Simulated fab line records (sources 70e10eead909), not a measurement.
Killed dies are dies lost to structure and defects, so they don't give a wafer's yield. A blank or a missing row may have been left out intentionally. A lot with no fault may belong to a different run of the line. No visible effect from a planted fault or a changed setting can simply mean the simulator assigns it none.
Matching of chambers || flow nand_harc || NHARC_P_BONDPAD_STRIP_15 on rie_diel-03: 4 sister chambers
The step strips in O2. 33 wafers are shown with their chamber, then 12 later ones without.

## WAFERS PAIRED WITH THEIR CHAMBERS
{"wafer": "L075.2", "chamber": 0, "showerhead_plenum_p_Torr (Torr)": 3.43, "drypump_motor_current_A (A)": 6.1, "oes_product_au (a.u.)": 0.999}
{"wafer": "L075.3", "chamber": 1, "showerhead_plenum_p_Torr (Torr)": 3.32, "drypump_motor_current_A (A)": 5.7, "oes_product_au (a.u.)": 1.018}
{"wafer": "L075.5", "chamber": 1, "showerhead_plenum_p_Torr (Torr)": 3.32, "drypump_motor_current_A (A)": 5.7, "oes_product_au (a.u.)": 1.023}
{"wafer": "L077.3", "chamber": 0, "showerhead_plenum_p_Torr (Torr)": 3.43, "drypump_motor_current_A (A)": 6.1, "oes_product_au (a.u.)": 1.022}
{"wafer": "L077.4", "chamber": 1, "showerhead_plenum_p_Torr (Torr)": 3.32, "drypump_motor_current_A (A)": 5.7, "oes_product_au (a.u.)": 1.033}
{"wafer": "L077.6", "chamber": 1, "showerhead_plenum_p_Torr (Torr)": 3.32, "drypump_motor_current_A (A)": 5.7, "oes_product_au (a.u.)": 1.046}
{"wafer": "L076.2", "chamber": 0, "showerhead_plenum_p_Torr (Torr)": 3.43, "drypump_motor_current_A (A)": 6.1, "oes_product_au (a.u.)": 1.010}
{"wafer": "L076.4", "chamber": 3, "showerhead_plenum_p_Torr (Torr)": 3.55, "drypump_motor_current_A (A)": 4.9, "oes_product_au (a.u.)": 0.964}
{"wafer": "L076.6", "chamber": 1, "showerhead_plenum_p_Torr (Torr)": 3.32, "drypump_motor_current_A (A)": 5.7, "oes_product_au (a.u.)": 1.019}
{"wafer": "L078.2", "chamber": 2, "showerhead_plenum_p_Torr (Torr)": 3.38, "drypump_motor_current_A (A)": 5.8, "oes_product_au (a.u.)": 0.999}
{"wafer": "L078.4", "chamber": 1, "showerhead_plenum_p_Torr (Torr)": 3.32, "drypump_motor_current_A (A)": 5.7, "oes_product_au (a.u.)": 1.025}
{"wafer": "L078.5", "chamber": 1, "showerhead_plenum_p_Torr (Torr)": 3.32, "drypump_motor_current_A (A)": 5.7, "oes_product_au (a.u.)": 1.012}
{"wafer": "L080.2", "chamber": 3, "showerhead_plenum_p_Torr (Torr)": 3.55, "drypump_motor_current_A (A)": 4.9, "oes_product_au (a.u.)": 0.980}
{"wafer": "L080.3", "chamber": 0, "showerhead_plenum_p_Torr (Torr)": 3.43, "drypump_motor_current_A (A)": 6.1, "oes_product_au (a.u.)": 1.027}
{"wafer": "L080.5", "chamber": 3, "showerhead_plenum_p_Torr (Torr)": 3.55, "drypump_motor_current_A (A)": 4.9, "oes_product_au (a.u.)": 0.975}
{"wafer": "L082.1", "chamber": 0, "showerhead_plenum_p_Torr (Torr)": 3.43, "drypump_motor_current_A (A)": 6.1, "oes_product_au (a.u.)": 1.008}
{"wafer": "L082.3", "chamber": 2, "showerhead_plenum_p_Torr (Torr)": 3.38, "drypump_motor_current_A (A)": 5.9, "oes_product_au (a.u.)": 1.000}
{"wafer": "L082.5", "chamber": 1, "showerhead_plenum_p_Torr (Torr)": 3.32, "drypump_motor_current_A (A)": 5.7, "oes_product_au (a.u.)": 1.021}
{"wafer": "L083.1", "chamber": 1, "showerhead_plenum_p_Torr (Torr)": 3.32, "drypump_motor_current_A (A)": 5.7, "oes_product_au (a.u.)": 1.025}
{"wafer": "L083.3", "chamber": 0, "showerhead_plenum_p_Torr (Torr)": 3.43, "drypump_motor_current_A (A)": 6.2, "oes_product_au (a.u.)": 1.006}
{"wafer": "L083.6", "chamber": 2, "showerhead_plenum_p_Torr (Torr)": 3.38, "drypump_motor_current_A (A)": 5.8, "oes_product_au (a.u.)": 1.015}
{"wafer": "L089.1", "chamber": 1, "showerhead_plenum_p_Torr (Torr)": 3.32, "drypump_motor_current_A (A)": 5.7, "oes_product_au (a.u.)": 1.021}
{"wafer": "L089.3", "chamber": 3, "showerhead_plenum_p_Torr (Torr)": 3.54, "drypump_motor_current_A (A)": 4.9, "oes_product_au (a.u.)": 0.980}
{"wafer": "L089.6", "chamber": 2, "showerhead_plenum_p_Torr (Torr)": 3.38, "drypump_motor_current_A (A)": 5.8, "oes_product_au (a.u.)": 1.003}
{"wafer": "L090.2", "chamber": 1, "showerhead_plenum_p_Torr (Torr)": 3.32, "drypump_motor_current_A (A)": 5.7, "oes_product_au (a.u.)": 1.019}
{"wafer": "L090.5", "chamber": 2, "showerhead_plenum_p_Torr (Torr)": 3.38, "drypump_motor_current_A (A)": 5.9, "oes_product_au (a.u.)": 1.006}
{"wafer": "L090.6", "chamber": 1, "showerhead_plenum_p_Torr (Torr)": 3.32, "drypump_motor_current_A (A)": 5.7, "oes_product_au (a.u.)": 1.021}
{"wafer": "L091.1", "chamber": 3, "showerhead_plenum_p_Torr (Torr)": 3.54, "drypump_motor_current_A (A)": 5.0, "oes_product_au (a.u.)": 0.978}
{"wafer": "L091.3", "chamber": 2, "showerhead_plenum_p_Torr (Torr)": 3.38, "drypump_motor_current_A (A)": 5.8, "oes_product_au (a.u.)": 1.012}
{"wafer": "L091.6", "chamber": 3, "showerhead_plenum_p_Torr (Torr)": 3.55, "drypump_motor_current_A (A)": 4.9, "oes_product_au (a.u.)": 0.973}
{"wafer": "L092.1", "chamber": 0, "showerhead_plenum_p_Torr (Torr)": 3.42, "drypump_motor_current_A (A)": 6.1, "oes_product_au (a.u.)": 0.993}
{"wafer": "L092.3", "chamber": 3, "showerhead_plenum_p_Torr (Torr)": 3.54, "drypump_motor_current_A (A)": 5.0, "oes_product_au (a.u.)": 0.982}
{"wafer": "L092.4", "chamber": 2, "showerhead_plenum_p_Torr (Torr)": 3.38, "drypump_motor_current_A (A)": 5.9, "oes_product_au (a.u.)": 1.004}

SIGNATURES (means of the wafers above)
{"reading": "showerhead_plenum_p_Torr", "chamber 0": 3.4286, "chamber 1": 3.3200, "chamber 2": 3.3800, "chamber 3": 3.5457, "scatter within a chamber": 0.00298}
{"reading": "drypump_motor_current_A", "chamber 0": 6.114, "chamber 1": 5.700, "chamber 2": 5.843, "chamber 3": 4.929, "scatter within a chamber": 0.0371}
{"reading": "oes_product_au", "chamber 0": 1.00929, "chamber 1": 1.02358, "chamber 2": 1.00557, "chamber 3": 0.97600, "scatter within a chamber": 0.00855}
Rule: for each reading, subtract the chamber's mean from the wafer's reading, divide by that reading's scatter and square the result; add these up over the readings and take the root, which gives the wafer's distance from the chamber. The wafer belongs to the nearest chamber; if the next one is less than 2 further off, it can't be placed. How the scatter is found: for the shown wafers, subtract from each reading the mean of its chamber, square and add these, divide the total by (wafers less chambers), then take the root.

## WAFERS WHOSE CHAMBER IS MISSING
{"wafer": "L093.1", "showerhead_plenum_p_Torr (Torr)": 3.32, "drypump_motor_current_A (A)": 5.7, "oes_product_au (a.u.)": 1.023}
{"wafer": "L093.5", "showerhead_plenum_p_Torr (Torr)": 3.38, "drypump_motor_current_A (A)": 5.8, "oes_product_au (a.u.)": 0.998}
{"wafer": "L093.6", "showerhead_plenum_p_Torr (Torr)": 3.54, "drypump_motor_current_A (A)": 4.9, "oes_product_au (a.u.)": 0.988}
{"wafer": "L095.1", "showerhead_plenum_p_Torr (Torr)": 3.54, "drypump_motor_current_A (A)": 4.9, "oes_product_au (a.u.)": 0.986}
{"wafer": "L095.3", "showerhead_plenum_p_Torr (Torr)": 3.32, "drypump_motor_current_A (A)": 5.7, "oes_product_au (a.u.)": 1.028}
{"wafer": "L095.4", "showerhead_plenum_p_Torr (Torr)": 3.38, "drypump_motor_current_A (A)": 5.9, "oes_product_au (a.u.)": 1.010}
{"wafer": "L094.1", "showerhead_plenum_p_Torr (Torr)": 3.38, "drypump_motor_current_A (A)": 5.8, "oes_product_au (a.u.)": 1.013}
{"wafer": "L094.2", "showerhead_plenum_p_Torr (Torr)": 3.54, "drypump_motor_current_A (A)": 4.9, "oes_product_au (a.u.)": 0.996}
{"wafer": "L094.4", "showerhead_plenum_p_Torr (Torr)": 3.32, "drypump_motor_current_A (A)": 5.7, "oes_product_au (a.u.)": 1.026}
{"wafer": "L097.2", "showerhead_plenum_p_Torr (Torr)": 3.32, "drypump_motor_current_A (A)": 5.7, "oes_product_au (a.u.)": 1.025}
{"wafer": "L097.4", "showerhead_plenum_p_Torr (Torr)": 3.38, "drypump_motor_current_A (A)": 5.9, "oes_product_au (a.u.)": 1.011}
{"wafer": "L097.5", "showerhead_plenum_p_Torr (Torr)": 3.54, "drypump_motor_current_A (A)": 4.9, "oes_product_au (a.u.)": 0.997}

## THE CHAMBER EACH PASSED THROUGH
{"wafer": "L093.1", "from the rows above": 1, "in truth": 1}
{"wafer": "L093.5", "from the rows above": 2, "in truth": 2}
{"wafer": "L093.6", "from the rows above": 3, "in truth": 3}
{"wafer": "L095.1", "from the rows above": 3, "in truth": 3}
{"wafer": "L095.3", "from the rows above": 1, "in truth": 1}
{"wafer": "L095.4", "from the rows above": 2, "in truth": 2}
{"wafer": "L094.1", "from the rows above": 2, "in truth": 2}
{"wafer": "L094.2", "from the rows above": 3, "in truth": 3}
{"wafer": "L094.4", "from the rows above": 1, "in truth": 1}
{"wafer": "L097.2", "from the rows above": 1, "in truth": 1}
{"wafer": "L097.4", "from the rows above": 2, "in truth": 2}
{"wafer": "L097.5", "from the rows above": 3, "in truth": 3}
Correct placement for 12 of the 12. Left unplaced by these rows: 0. Number placed wrongly: 0.
